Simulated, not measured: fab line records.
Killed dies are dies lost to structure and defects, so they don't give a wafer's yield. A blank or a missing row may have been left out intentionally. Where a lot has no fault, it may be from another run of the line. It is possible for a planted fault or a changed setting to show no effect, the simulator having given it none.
Struck lot and sound lot, side by side / flow n5Finfet / 39 out of 1938 route steps
Sound: the wafers L606.1, L606.3, L606.5. Struck: wafer L596.1. (L596.6 of the same lot was not struck and is left out.) The cause comes at the end.
For every step that has rows: the tool of each side, followed by ch and its chambers, followed by its first start. Under that, the readings that differ: sound wafers / struck wafers / difference of the means / sigmas: that difference in standard deviations of wafers without a fault.
alike: same words and numbers on both sides, and readings whose means sit less than 2 such deviations apart. not compared: any withheld reading, any reading some wafer has no value for, any bound like >300 that may hide the same value, and any number with overlapping values for which the record gives no deviation.
A row with sigmas, a row that says differs or no value, or rows on one side alone: a step with any of these is where the two part. When numbers do not overlap yet have no deviation, they are printed without sigmas and do not part them. A reading missing from all wafers of one side parts the sides only when that side holds two or more wafers.

first, 10 steps without rows for these wafers: N5_DUMMY_GATE_ETCH_23 (etches poly-Si in HBr/Cl2/O2, target depth 41 nm, time 22.3 s); N5_DUMMY_GATE_ETCH_44 (etches poly-Si in HBr/O2, stops on SiO2, target depth 127.5 nm); N5_DUMMY_GATE_ETCH_42 (etches SiO2 in CHF3/O2, target depth 3.5 nm, time 31 s); N5_DUMMY_GATE_STRIP_48 (strips in N2/H2, time 20 s); N5_DUMMY_GATE_PRECLEAN_33 (cleans in dHF, time 10 s); N5_DUMMY_GATE_PRECLEAN_25 (cleans in O3/DIW, time 45 s); N5_DUMMY_GATE_PRECLEAN_51 (cleans in SC2, time 45 s); N5_DUMMY_GATE_SRD_26 (time 30 s); N5_DUMMY_GATE_UV_OZONE_45 (time 120 s); N5_SPACER0_ALD_07 (deposits SiNx, target thk 2 nm).
N5_SPACER0_ALD_00: deposits SiOCN, target thk 3.5 nm, pulse time 3 s, purge time 2 s.
  sound on aldSin-03 ch 0,2, day 6 16:46; struck on aldSin-01 ch 2, day 4 10:55
reading=aldCycles; sound=58 58 58; struck=39; difference=-19; sigmas=
reading=chamberPressureTorr (Torr); sound=1.999 2.003 2.007; struck=2.013; difference=+0.010; sigmas=+2
reading=model.SiOCN_of_SPACER0_ALD_00.thkNm (nm); sound=3.4 3.4 3.4; struck=2.4; difference=-1.0; sigmas=
  alike: heaterPowerW, precursorPulseHeightRel
then, 25 steps without rows for these wafers: N5_SPACER0_ALD_08 (deposits SiNx, target thk 2 nm); N5_SD_EPI_N_COAT_32 (time 60 s, resist thk 350 nm); N5_SD_EPI_N_COAT_33 (time 60 s, resist thk 35 nm); N5_SD_EPI_N_COAT_03 (resist thk 150 nm); N5_SD_EPI_N_EBR_05; N5_SD_EPI_N_SOFTBAKE_04 (time 60 s); N5_SD_EPI_N_EXPOSE_06 (exposes mask SD N BLK, target cd 120 nm); N5_SD_EPI_N_PEB_07 (peb time 60 s); N5_SD_EPI_N_DEVELOP_08 (develop time 30 s); N5_SD_EPI_N_DESCUM_14 (chemistry O2, time 7.9 s); N5_SD_EPI_N_ETCH_34 (etches SiARC in CF4, target depth 45.5 nm, time 75.8 s); N5_SD_EPI_N_ETCH_35 (etches SOC in N2/H2, overetch 108 nm, time 486 s); N5_SD_EPI_N_STRIP_36 (strips in N2/H2); N5_SD_EPI_N_ETCHBACK_44 (etches SiNx in CH3F/O2, stops on SiO2, target depth 14.5 nm); N5_SD_EPI_N_ETCH_45 (etches SiOCN in CH3F/O2, target depth 6 nm); N5_SD_EPI_N_ETCH_16 (etches SiO2 in CHF3/O2, target depth 5 nm); N5_SD_EPI_N_STRIP_47 (strips in CHF3/O2); N5_SD_EPI_N_SD_RECESS_17 (chemistry HBr/Cl2/O2, target depth 41 nm, time 23.7 s, bt time 3 s); N5_SD_EPI_N_STRIP_38 (strips in N2/H2); N5_SD_EPI_N_WET_ETCH_43 (etches SiO2 in dHF, time 14 s, target depth 1.5 nm); N5_SD_EPI_N_STRIP_18 (strips in SPM, time 750 s); N5_SD_EPI_N_SRD_20 (time 30 s); N5_SD_EPI_N_PRECLEAN_48 (cleans in NF3:NH3, afs cycles 2, time 20 s, sublimation time 60 s); N5_SD_EPI_N_VAPOR_ETCH_50 (etches Si in HCl, time 54 s); N5_SD_EPI_N_EPI_21 (deposits Si:P, time 690 s).
N5_SD_EPI_P_PRECLEAN_32: cleans in dHF, time 10 s.
  sound on wetBench-04 ch 0,4,5, day 7 02:32; struck on wetBench-01 ch 3, day 4 20:24
reading=model.SiOCN_of_SPACER0_ALD_00.thkNm (nm); sound=3.4 3.4 3.4; struck=2.4; difference=-1.0; sigmas=
-- here the record skips 8 days between the struck wafers' starts before and after, leaving off in module SD_EPI_P and picking up in module BEOL_M4 (first step shown: number 1111 of the route) --
N5_BEOL_M4_RC_MEAS_101:
  sound on prober-01 ch 0, day 14 05:09; struck on prober-02 ch 0, day 12 08:58
reading=DIBL_N (mV/V); sound=35.4 35.0 36.1; struck=43.8; difference=+8.3; sigmas=+3
reading=DIBL_P (mV/V); sound=36 36 38; struck=44; difference=+7; sigmas=+2
reading=IOFF_N (nA/um); sound=0.13 0.13 0.15; struck=0.36; difference=+0.22; sigmas=+4
reading=IOFF_N_85C (nA/um); sound=2.6 2.7 3.0; struck=6.2; difference=+3.4; sigmas=+4
reading=IOFF_N_LIN (nA/um); sound=0.062 0.066 0.076; struck=0.145; difference=+0.077; sigmas=+4
reading=IOFF_P (nA/um); sound=0.21 0.22 0.25; struck=0.55; difference=+0.32; sigmas=+5
reading=IOFF_P_85C (nA/um); sound=3.7 3.7 4.2; struck=8.4; difference=+4.5; sigmas=+5
reading=IOFF_P_LIN (nA/um); sound=0.101 0.105 0.117; struck=0.213; difference=+0.105; sigmas=+5
reading=ION_N (uA/um); sound=662 669 682; struck=717; difference=+46; sigmas=+3
reading=ION_P (uA/um); sound=464 464 473; struck=501; difference=+34; sigmas=+4
reading=REXT_N (ohm.um); sound=76.4 78.4 78.4; struck=66.3; difference=-11.4; sigmas=-6
reading=REXT_P (ohm.um); sound=100 101 100; struck=91; difference=-9; sigmas=-3
reading=SS_N (mV/dec); sound=71.3 70.7 71.1; struck=73.2; difference=+2.2; sigmas=+3
reading=VT_N (mV); sound=255 254 250; struck=239; difference=-14; sigmas=-3
reading=VT_N_LVT (mV); sound=103 102 98; struck=87; difference=-14; sigmas=-3
reading=VT_P (mV); sound=-251 -249 -247; struck=-234; difference=+15; sigmas=+4
reading=VT_P_LVT (mV); sound=-99 -98 -96; struck=-82; difference=+16; sigmas=+5
  alike: SS_P
-- record jumps: 5 days separate the struck wafers' starts on either side; left off in module BEOL_M4, taken up again in module PASSIVATION, whose first shown step is the route's number 1936 --
N5_PASSIVATION_PROBE_49:
  the record has rows for the struck wafers here (prober-01, day 17 03:33) and none for the sound ones

== WHERE THEY PART ==
First at N5_SPACER0_ALD_00; last, within this record, at N5_PASSIVATION_PROBE_49.

WHY: what had been put in by the simulator
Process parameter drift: aldSin-01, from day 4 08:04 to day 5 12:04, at N5_SPACER0_ALD_00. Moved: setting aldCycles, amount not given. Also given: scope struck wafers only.
